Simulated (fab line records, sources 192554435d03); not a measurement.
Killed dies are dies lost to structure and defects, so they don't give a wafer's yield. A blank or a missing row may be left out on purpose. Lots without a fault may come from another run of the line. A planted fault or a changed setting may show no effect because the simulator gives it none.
A struck lot beside a sound one | flow n5_finfet | 42 steps out of a route of 1938
Sound: wafers L111.2, L111.4, L111.5. Struck: wafer L113.3. (L113.4, L113.6 of the same lot were not struck and are left out.) The cause comes at the end.
At each step with rows: each side's tool, then ch and its chambers, then its first start. Under that, the readings that differ: sound wafers | struck wafers | difference of the means | sigmas: that difference in standard deviations of wafers without a fault.
alike: readings whose means differ by less than 2 such deviations, and words and numbers that are the same on both sides. not compared: withheld readings, readings that some wafer has no value for, bounds like >300 that may hide the same value, and numbers for which the record gives no deviation and whose values overlap.
The two part at a step that has a row with sigmas, a row that says differs or no value, or rows on one side only. Numbers that don't overlap but have no deviation are shown without sigmas and don't part them. A reading that every wafer of one side lacks parts them only if that side has two wafers or more.

first, 11 steps without rows for these wafers: N5_DUMMY_GATE_DESCUM_20 (chemistry O2, time 6.2 s); N5_DUMMY_GATE_ETCH_29 (etches underlayer in N2/H2, target depth 13 nm); N5_DUMMY_GATE_ETCH_36 (etches SiARC in CF4, target depth 13 nm); N5_DUMMY_GATE_ETCH_37 (etches SOC in N2/H2, target depth 60 nm, overetch 30 nm); N5_DUMMY_GATE_STRIP_38 (strips in N2/H2); N5_DUMMY_GATE_STRIP_39 (strips in N2/H2); N5_DUMMY_GATE_TRIM_49 (chemistry O2, time 29 s, target cd 14 nm); N5_DUMMY_GATE_STRIP_40 (strips in CF4); N5_DUMMY_GATE_ETCH_31 (etches SiO2 in C4F6/O2, target depth 82.5 nm, time 27.5 s); N5_DUMMY_GATE_STRIP_41 (strips in O2); N5_DUMMY_GATE_HM_OPEN_21 (chemistry CH3F/O2, target SiNx, target depth 120 nm, time 171.4 s).
N5_DUMMY_GATE_ETCH_32: etches SiO2 in CF4, target depth 3.5 nm, time 3.9 s.
  sound on rie_si-02 ch 0,2,3, day 4 22:44; struck on rie_si-02 ch 1, day 5 16:34
  alike: drypump_motor_current_A, oes_product_au, throttle_valve_pct
  not compared: rf_hours_counter_h
then, 9 steps without rows for these wafers: N5_DUMMY_GATE_ETCH_23 (etches poly-Si in HBr/Cl2/O2, target depth 41 nm, time 22.3 s); N5_DUMMY_GATE_ETCH_44 (etches poly-Si in HBr/O2, stops on SiO2, target depth 127.5 nm); N5_DUMMY_GATE_ETCH_42 (etches SiO2 in CHF3/O2, target depth 3.5 nm, time 31 s); N5_DUMMY_GATE_STRIP_48 (strips in N2/H2, time 20 s); N5_DUMMY_GATE_PRECLEAN_33 (cleans in dHF, time 10 s); N5_DUMMY_GATE_PRECLEAN_25 (cleans in O3/DIW, time 45 s); N5_DUMMY_GATE_PRECLEAN_51 (cleans in SC2, time 45 s); N5_DUMMY_GATE_SRD_26 (time 30 s); N5_DUMMY_GATE_UV_OZONE_45 (time 120 s).
N5_DUMMY_GATE_INSPECT_27: inspects for defects (brightfield).
  sound on defect_inspect-02, day 4 23:13; struck on defect_inspect-01, day 5 17:23
  reading          | sound       | struck | difference | sigmas
  raw_defect_count | 475 426 392 | 684    | +253       | +3
then, 3 steps without rows for these wafers: N5_SPACER0_ALD_07 (deposits SiNx, target thk 2 nm); N5_SPACER0_ALD_00 (deposits SiOCN, target thk 3.5 nm, pulse time 3 s, purge time 2 s); N5_SPACER0_ALD_08 (deposits SiNx, target thk 2 nm).
N5_SPACER0_INSPECT_04: inspects for defects (darkfield).
  sound on defect_inspect-02, day 5 00:56; struck on defect_inspect-01, day 5 17:59
  reading          | sound       | struck | difference | sigmas
  raw_defect_count | 213 190 189 | 549    | +352       | +10
then, 8 steps without rows for these wafers: N5_SD_EPI_N_COAT_32 (time 60 s, resist thk 350 nm); N5_SD_EPI_N_COAT_33 (time 60 s, resist thk 35 nm); N5_SD_EPI_N_COAT_03 (resist thk 150 nm); N5_SD_EPI_N_EBR_05; N5_SD_EPI_N_SOFTBAKE_04 (time 60 s); N5_SD_EPI_N_EXPOSE_06 (exposes mask SD N BLK, target cd 120 nm); N5_SD_EPI_N_PEB_07 (peb time 60 s); N5_SD_EPI_N_DEVELOP_08 (develop time 30 s).
N5_SD_EPI_N_INSPECT_11: inspects for defects (macro).
  sound on defect_inspect-02, day 5 01:17; struck on defect_inspect-02, day 5 18:27
  reading          | sound | struck | difference | sigmas
  raw_defect_count | 2 2 0 | >300   | differs    |
then, 3 steps without rows for these wafers: N5_SD_EPI_N_DESCUM_14 (chemistry O2, time 7.9 s); N5_SD_EPI_N_ETCH_34 (etches SiARC in CF4, target depth 45.5 nm, time 75.8 s); N5_SD_EPI_N_ETCH_35 (etches SOC in N2/H2, overetch 108 nm, time 486 s).
N5_SD_EPI_N_INSPECT_26: inspects for defects (darkfield).
  sound on defect_inspect-01, day 5 05:17; struck on defect_inspect-02, day 5 23:32
  reading          | sound       | struck | difference | sigmas
  raw_defect_count | 281 224 257 | 626    | +372       | +7
N5_SD_EPI_P_INSPECT_26: inspects for defects (darkfield).
  sound on defect_inspect-01, day 5 10:20; struck on defect_inspect-01, day 6 03:46
  reading          | sound       | struck | difference | sigmas
  raw_defect_count | 234 208 235 | 588    | +362       | +10
-- the record jumps here: 5 days lie between the struck wafers' starts before and after (it left off in module SD_EPI_P and takes up again in module BEOL_M4, whose first step shown is number 1111 of the route) --
N5_BEOL_M4_RC_MEAS_101:
  sound on prober-02 ch 0, day 9 22:15; struck on prober-02 ch 0, day 10 18:11
  alike: DIBL_N, DIBL_P, IOFF_N, IOFF_P, ION_N, ION_P, SS_N, SS_P, VT_N, VT_P
-- the record jumps here: 4 days lie between the struck wafers' starts before and after (it left off in module BEOL_M4 and takes up again in module PASSIVATION, whose first step shown is number 1936 of the route) --
N5_PASSIVATION_PROBE_49:
  the record has rows for the struck wafers here (prober-01, day 15 01:49) and none for the sound ones

WHERE THEY PART
First at N5_DUMMY_GATE_INSPECT_27; last, within this record, at N5_PASSIVATION_PROBE_49.

WHY: what the simulator had put in
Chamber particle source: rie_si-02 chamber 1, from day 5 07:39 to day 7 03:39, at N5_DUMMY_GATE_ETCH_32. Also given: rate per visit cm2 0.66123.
